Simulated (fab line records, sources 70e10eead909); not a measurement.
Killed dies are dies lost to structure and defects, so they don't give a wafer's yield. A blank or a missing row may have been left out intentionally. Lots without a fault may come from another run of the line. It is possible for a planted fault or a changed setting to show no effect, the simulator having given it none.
Tool commonality check    flow nand_harc    Lots sampled 3, wafers sampled 9

REASON FOR OPENING
Flagged at NHARC_END_SORT_01: reading killed_at_array, on 3 of 3 lots. Fault-free wafers read 29, with a standard deviation of 8.4.
Rule: a lot gets a flag if all its wafers with a number sit over 4 standard deviations from that mean, or if no wafer of it has a number. The other lots count as sound.

lot   measured      on         killed_at_array, wafer by wafer  flag
L347  day 20 23:56  prober-02  671 671 671                      FLAGGED
L346  day 21 01:27  prober-01  674 672 673                      FLAGGED
L345  day 21 07:44  prober-02  674 671 671                      FLAGGED
Average over the flagged lots: 672; offset from the usual +643, equal to +77 standard deviations.

EACH LOT AND THE TOOL IT RAN ON
Before the reading, the record contains 4 process steps out of a 1159-step route. Cell contents, in order: the tool; ch with the chambers the sampled wafers went through; the start.
lot   flag     NHARC_A_ONON_D1_DEP_33          NHARC_A_CHANNEL_HOLE_D1_DEP_00  NHARC_A_CHANNEL_HOLE_D1_ETCH_38    NHARC_A_CHANNEL_HOLE_D1_ETCH_39
L347  FLAGGED  pecvd-02 ch 0,1, day 8 22:02    acl_dep-02 ch 0, day 8 22:36    rie_diel-04 ch 0,2,3, day 9 03:31  rie_diel-04 ch 0,2,3, day 20 23:56 or earlier
L346  FLAGGED  pecvd-03 ch 0,1, day 8 16:16    acl_dep-01 ch 0, day 8 19:01    rie_diel-10 ch 1,2,3, day 9 00:29  rie_diel-10 ch 0,2,3, day 21 01:27 or earlier
L345  FLAGGED  pecvd-03 ch 0,1,2, day 8 09:19  acl_dep-01 ch 0, day 8 13:55    rie_diel-07 ch 0,2,3, day 8 20:34  rie_diel-07 ch 1,2,3, day 21 07:44 or earlier
What these steps do:
- NHARC_A_ONON_D1_DEP_33: deposits SiO2, target thk 200 nm.
- NHARC_A_CHANNEL_HOLE_D1_DEP_00: deposits aC, target thk 3100 nm.
- NHARC_A_CHANNEL_HOLE_D1_ETCH_38: etches the open film in CF4, target depth 39 nm, time 65 s.
- NHARC_A_CHANNEL_HOLE_D1_ETCH_39: etches the open film in N2/H2, target depth 260 nm, time 325 s.
- NHARC_END_SORT_01

FLAGGED AGAINST TOTAL, ONE TOOL AT A TIME (gauges that did the reading follow at the end)
step                             tool         lots run  flagged  share of the flagged lots  sound lots run after its first flagged lot
NHARC_A_ONON_D1_DEP_33           pecvd-02     1         1        some                       0
NHARC_A_ONON_D1_DEP_33           pecvd-03     2         2        some                       0
NHARC_A_CHANNEL_HOLE_D1_DEP_00   acl_dep-01   2         2        some                       0
NHARC_A_CHANNEL_HOLE_D1_DEP_00   acl_dep-02   1         1        some                       0
NHARC_A_CHANNEL_HOLE_D1_ETCH_38  rie_diel-04  1         1        some                       0
NHARC_A_CHANNEL_HOLE_D1_ETCH_38  rie_diel-07  1         1        some                       0
NHARC_A_CHANNEL_HOLE_D1_ETCH_38  rie_diel-10  1         1        some                       0
NHARC_A_CHANNEL_HOLE_D1_ETCH_39  rie_diel-04  1         1        some                       0
NHARC_A_CHANNEL_HOLE_D1_ETCH_39  rie_diel-07  1         1        some                       0
NHARC_A_CHANNEL_HOLE_D1_ETCH_39  rie_diel-10  1         1        some                       0
NHARC_END_SORT_01                prober-01    1         1        some                       0
NHARC_END_SORT_01                prober-02    2         2        some                       0
NHARC_A_CHANNEL_HOLE_D1_ETCH_39 gives no start for some lots, so the hours and the order of its lots are those of NHARC_END_SORT_01.

WHAT THE TABLE ALLOWS
No row of the table ran every flagged lot.

WHAT WAS PUT IN BY THE SIMULATOR
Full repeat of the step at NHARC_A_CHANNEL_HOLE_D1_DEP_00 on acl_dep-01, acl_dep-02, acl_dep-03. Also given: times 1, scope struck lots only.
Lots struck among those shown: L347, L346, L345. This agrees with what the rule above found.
